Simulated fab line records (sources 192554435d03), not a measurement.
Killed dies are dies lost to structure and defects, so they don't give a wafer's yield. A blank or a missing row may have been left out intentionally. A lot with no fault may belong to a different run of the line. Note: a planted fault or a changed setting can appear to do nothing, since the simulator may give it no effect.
fab line records + flow n5-finfet
[record]
- lots = 5
- wafers = 15
- last-day = 17
route steps=1938 shown PASSIVATION@1932 END@1938
lots that met no fault: taken from a fault-free run of the same line
start-h: the number of hours between the record's first day and the start of the first shown wafer of the lot + wait-h: hours elapsed since this lot's preceding step + " as in the row above + L1.1+2: one row covering several wafers at once + - no value present, or no start provided + * or withheld: withheld + < > ~ a bound
route shown NAME@n: names a module that has steps shown in the file, with the first one's number in the route + usual: mean/standard deviation taken from wafers without a fault + same: alike in all rows + chamber/n: place in a boat + sites: readings site by site + _std_site: how widely they spread, as a standard deviation + _edge_site: outer sites' mean less inner sites' + radius-mm: how far each site lies from the wafer's centre + mask NAME#n: copy n + behind: the tool/chamber that last shaped the wafer + hold: cause of the lot's hold/its duration in hours/its outcome + device: the transistor (n, p or np) that didn't switch + end of line: at the end of the route, the tests of the same wafers + for a step that has no rows: nothing shown but its recipe + killed: at the first sort, the dies lost to defects and structure; wafer yield is something else + map: dies across one wafer; x = killed, . = not, _ = none there
set.NAME: the setting as run; set.NAME@STEP: as run at that earlier step + model.NAME: the simulator's own value behind a step, which no gauge read
certain route steps with their lots: each step a table, each wafer a row
services: from which hour (start-h, from the record's first day; less than 0 if before it) a tool's chamber was out of use, for how many hours, and why
[[steps]]
[step N5_PASSIVATION_STRIP_52]
[recipe]
- chemistry = post-etch-residue-remover
- time-s = 1200
- temp-c = 72.5
[usual]
- bath-heat-duty-pct = 14.2/1.6
| lot.wafer | tool         | chamber | start-h | wait-h | bath-heat-duty-pct |
|-----------|--------------|---------|---------|--------|--------------------|
| L074.1    | wet-bench-02 | 1       | 275.85  | -      | 19.9               |
| L074.4    | "            | 5       | "       | "      | 13.8               |
| L074.5    | "            | 0       | "       | "      | 12.4               |
| L083.1    | wet-bench-05 | 4       | 329.07  | -      | 12.6               |
| L083.2    | "            | 6       | "       | "      | 14.3               |
| L083.5    | "            | 1       | "       | "      | 14.3               |
| L087.1    | wet-bench-02 | 4       | 377.46  | -      | 13.1               |
| L087.4    | "            | 7       | "       | "      | 14.8               |
| L087.6    | "            | 6       | "       | "      | 15.1               |
| L092.3    | wet-bench-02 | 2       | 392.24  | -      | 14.2               |
| L092.5    | "            | 6       | "       | "      | 14.7               |
| L092.6    | "            | 3       | "       | "      | 13.4               |
| L095.1    | wet-bench-01 | 3       | 409.32  | -      | 15.1               |
| L095.2    | "            | 1       | "       | "      | 13.6               |
| L095.5    | "            | 0       | "       | "      | 13.5               |
[step N5_PASSIVATION_CLEAN_71]
[recipe]
- chemistry = IPA
- time-s = 180
- temp-c = 25
[usual]
- bath-heat-duty-pct = 6.2/0.82
| lot.wafer | tool         | chamber | start-h | wait-h | bath-heat-duty-pct |
|-----------|--------------|---------|---------|--------|--------------------|
| L074.1    | wet-bench-02 | 1       | 276.19  | 0.0    | 9.0                |
| L074.4    | "            | 5       | "       | "      | 6.9                |
| L074.5    | "            | 0       | "       | "      | 5.5                |
| L083.1    | wet-bench-05 | 4       | 329.40  | 0.0    | 5.4                |
| L083.2    | "            | 6       | "       | "      | 6.3                |
| L083.5    | "            | 1       | "       | "      | 5.3                |
| L087.1    | wet-bench-02 | 4       | 377.82  | 0.0    | 5.8                |
| L087.4    | "            | 7       | "       | "      | 6.5                |
| L087.6    | "            | 6       | "       | "      | 6.7                |
| L092.3    | wet-bench-02 | 2       | 392.61  | 0.0    | 6.2                |
| L092.5    | "            | 6       | "       | "      | 6.2                |
| L092.6    | "            | 3       | "       | "      | 6.2                |
| L095.1    | wet-bench-01 | 3       | 409.68  | 0.0    | 6.3                |
| L095.2    | "            | 1       | "       | "      | 7.0                |
| L095.5    | "            | 0       | "       | "      | 6.3                |
[step N5_PASSIVATION_SRD_72]
[recipe]
- dry = ipa-marangoni
- time-s = 30
- temp-c = 23
- rinse-liquid = diw
[usual]
- bath-heat-duty-pct = 3.6/0.52
| lot.wafer | tool         | chamber | start-h | wait-h | bath-heat-duty-pct |
|-----------|--------------|---------|---------|--------|--------------------|
| L074.1    | wet-bench-02 | 1       | 276.24  | 0.0    | 4.4                |
| L074.4    | "            | 5       | "       | "      | 3.6                |
| L074.5    | "            | 0       | "       | "      | 3.8                |
| L083.1    | wet-bench-05 | 4       | 329.46  | 0.0    | 3.2                |
| L083.2    | "            | 6       | "       | "      | 3.1                |
| L083.5    | "            | 1       | "       | "      | 4.0                |
| L087.1    | wet-bench-02 | 4       | 377.88  | 0.0    | 2.8                |
| L087.4    | "            | 7       | "       | "      | 4.2                |
| L087.6    | "            | 6       | "       | "      | 3.8                |
| L092.3    | wet-bench-02 | 2       | 392.66  | 0.0    | 3.0                |
| L092.5    | "            | 6       | "       | "      | 3.7                |
| L092.6    | "            | 3       | "       | "      | 3.4                |
| L095.1    | wet-bench-01 | 3       | 409.74  | 0.0    | 3.8                |
| L095.2    | "            | 1       | "       | "      | 3.7                |
| L095.5    | "            | 0       | "       | "      | 3.7                |
[step N5_PASSIVATION_ANNEAL_56]
[recipe]
- temp-c = 400
- time-s = 1800
- ambient = FGA
- idle-temp-c = 300
- ramp-up-c-per-min = 5
- ramp-down-c-per-min = 3
[usual]
- spike-tc-upper-C = 398.4/1
- zone-power-upper-pct = 4.17/0.3
| lot.wafer | tool       | chamber | start-h | wait-h | spike-tc-upper-C | zone-power-upper-pct |
|-----------|------------|---------|---------|--------|------------------|----------------------|
| L074.1    | furnace-01 | 0       | 276.28  | 0.0    | 398.6            | 4.15                 |
| L074.4    | "          | 0       | "       | "      | 396.9            | 4.10                 |
| L074.5    | "          | 0       | "       | "      | 398.4            | 4.04                 |
| L083.1    | furnace-02 | 0       | 329.50  | 0.0    | 399.0            | 3.96                 |
| L083.2    | "          | 0       | "       | "      | 399.5            | 3.94                 |
| L083.5    | "          | 0       | "       | "      | 397.8            | 3.91                 |
| L087.1    | furnace-02 | 0       | 377.93  | 0.0    | 398.8            | 3.92                 |
| L087.4    | "          | 0       | "       | "      | 399.5            | 3.92                 |
| L087.6    | "          | 0       | "       | "      | 399.2            | 3.95                 |
| L092.3    | furnace-01 | 0       | 392.71  | 0.0    | 397.7            | 4.09                 |
| L092.5    | "          | 0       | "       | "      | 397.5            | 4.08                 |
| L092.6    | "          | 0       | "       | "      | 396.0            | 4.10                 |
| L095.1    | furnace-02 | 0       | 409.78  | 0.0    | 397.5            | 3.89                 |
| L095.2    | "          | 0       | "       | "      | 398.6            | 3.93                 |
| L095.5    | "          | 0       | "       | "      | 398.7            | 3.93                 |
[step N5_PASSIVATION_INSPECT_57]
[recipe]
- inspect-instrument = macro
- mode = outgoing
[usual]
- raw-defect-count = 1.9/1.4
| lot.wafer | tool              | chamber | start-h | wait-h | raw-defect-count |
|-----------|-------------------|---------|---------|--------|------------------|
| L074.1    | defect-inspect-02 | -       | 278.64  | 0.0    | 1                |
| L074.4    | "                 | -       | "       | "      | 4                |
| L074.5    | "                 | -       | "       | "      | 3                |
| L083.1    | defect-inspect-02 | -       | 331.84  | 0.0    | 1                |
| L083.2    | "                 | -       | "       | "      | 3                |
| L083.5    | "                 | -       | "       | "      | 2                |
| L087.1    | defect-inspect-01 | -       | 380.27  | 0.0    | 0                |
| L087.4    | "                 | -       | "       | "      | 1                |
| L087.6    | "                 | -       | "       | "      | 3                |
| L092.3    | defect-inspect-01 | -       | 395.06  | 0.0    | 3                |
| L092.5    | "                 | -       | "       | "      | 0                |
| L092.6    | "                 | -       | "       | "      | 3                |
| L095.1    | defect-inspect-02 | -       | 412.13  | 0.0    | 4                |
| L095.2    | "                 | -       | "       | "      | 0                |
| L095.5    | "                 | -       | "       | "      | 4                |
[[services]]
| tool         | chamber | start-h | hours | kind   |
|--------------|---------|---------|-------|--------|
| wet-bench-05 | -       | 333.73  | 41.4  | repair |
[[key]]
[baseline-loss]
- step = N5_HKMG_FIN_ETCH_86
- wafers = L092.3
fault none
// baseline-loss: these wafers lose ten dies or more at that step, a loss of the line's own and not of a fault; the sort's usual values leave them out
